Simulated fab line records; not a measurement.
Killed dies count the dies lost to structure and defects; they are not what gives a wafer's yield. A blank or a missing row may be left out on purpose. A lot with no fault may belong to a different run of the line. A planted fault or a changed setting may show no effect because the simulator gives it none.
Comparing a struck lot with a sound one :: flow nandHarc :: 28 out of 1159 route steps
Sound: wafers L272.2, L272.3, L272.5. Wafers struck: L270.1, L270.2, L270.6. The cause is given at the end.
Order at every step that has rows: each side's tool, ch and its chambers, its first start. Under that, the readings that differ: sound wafers :: struck wafers :: difference of the means :: sigmas: that difference in standard deviations of wafers without a fault.
alike: readings with means less than 2 such deviations apart, plus words and numbers identical on both sides. not compared: withheld readings, readings lacking a value on some wafer, bounds such as >300 that could conceal the same value, and numbers that have no deviation in the record and whose values overlap.
A row with sigmas, a row that says differs or no value, or rows on one side alone: a step with any of these is where the two part. Non-overlapping numbers with no deviation appear without sigmas and do not part them. Lack of a reading on every wafer of one side parts them only where that side has two or more wafers.

first, 6 steps without rows for these wafers: NHARC_A_ONON_D1_DEP_06 (target thk 1000 nm); NHARC_A_ONON_D1_DEP_09 (target thk 1000 nm); NHARC_A_ONON_D1_DEP_12 (target thk 1000 nm); NHARC_A_ONON_D1_ANNEAL_15 (time 3600 s); NHARC_A_ONON_D1_DEP_16 (target thk 1000 nm); NHARC_A_ONON_D1_DEP_19 (target thk 1000 nm).
NHARC_A_ONON_D1_DEP_22: target thk 1000 nm.
  sound on pecvdOnon-03 ch 0, day 13 00:29; struck on pecvdOnon-04 ch 0, day 12 14:09
then, 20 steps without rows for these wafers: NHARC_A_ONON_D1_DEP_25 (target thk 1000 nm); NHARC_A_ONON_D1_DEP_28 (target thk 1000 nm); NHARC_A_ONON_D1_DEP_33 (deposits SiO2, target thk 200 nm); NHARC_A_CHANNEL_HOLE_D1_DEP_00 (deposits aC, target thk 3100 nm); NHARC_A_CHANNEL_HOLE_D1_DEP_01 (deposits SiON, target thk 140 nm); NHARC_A_CHANNEL_HOLE_D1_DEHYDRATE_02 (time 120 s); NHARC_A_CHANNEL_HOLE_D1_HMDS_03 (time 30 s); NHARC_A_CHANNEL_HOLE_D1_COAT_36 (time 75 s); NHARC_A_CHANNEL_HOLE_D1_COAT_37 (time 65 s); NHARC_A_CHANNEL_HOLE_D1_COAT_04 (resist thk 90 nm); NHARC_A_CHANNEL_HOLE_D1_SOFTBAKE_05 (time 55 s); NHARC_A_CHANNEL_HOLE_D1_EBR_06; NHARC_A_CHANNEL_HOLE_D1_EXPOSE_07 (exposes mask HOLE D1, target cd 100 nm); NHARC_A_CHANNEL_HOLE_D1_PEB_08 (peb time 65 s); NHARC_A_CHANNEL_HOLE_D1_DEVELOP_09 (develop time 35 s); NHARC_A_CHANNEL_HOLE_D1_DESCUM_15 (chemistry O2, time 3 s); NHARC_A_CHANNEL_HOLE_D1_ETCH_38 (etches the open film in CF4, target depth 39 nm, time 65 s); NHARC_A_CHANNEL_HOLE_D1_ETCH_39 (etches the open film in N2/H2, target depth 260 nm, time 325 s); NHARC_A_CHANNEL_HOLE_D1_ETCH_34 (etches the open film in CF4/CHF3, target depth 154 nm, time 77 s); NHARC_A_CHANNEL_HOLE_D1_ETCH_16 (etches the open film in O2/COS, target depth 3100 nm, time 806 s).
-- the record jumps here: 11 days lie between the struck wafers' starts before and after (it left off in module A_CHANNEL_HOLE_D1 and takes up again in module END, whose first step shown is number 1159 of the route) --
NHARC_END_SORT_01:
  only the struck wafers appear in the record here, on prober-01 ch 0 at day 23 13:53; the sound ones have no rows

## WHERE THEY PART
Only at NHARC_END_SORT_01, as far as this record shows.

WHY: what the simulator had put in
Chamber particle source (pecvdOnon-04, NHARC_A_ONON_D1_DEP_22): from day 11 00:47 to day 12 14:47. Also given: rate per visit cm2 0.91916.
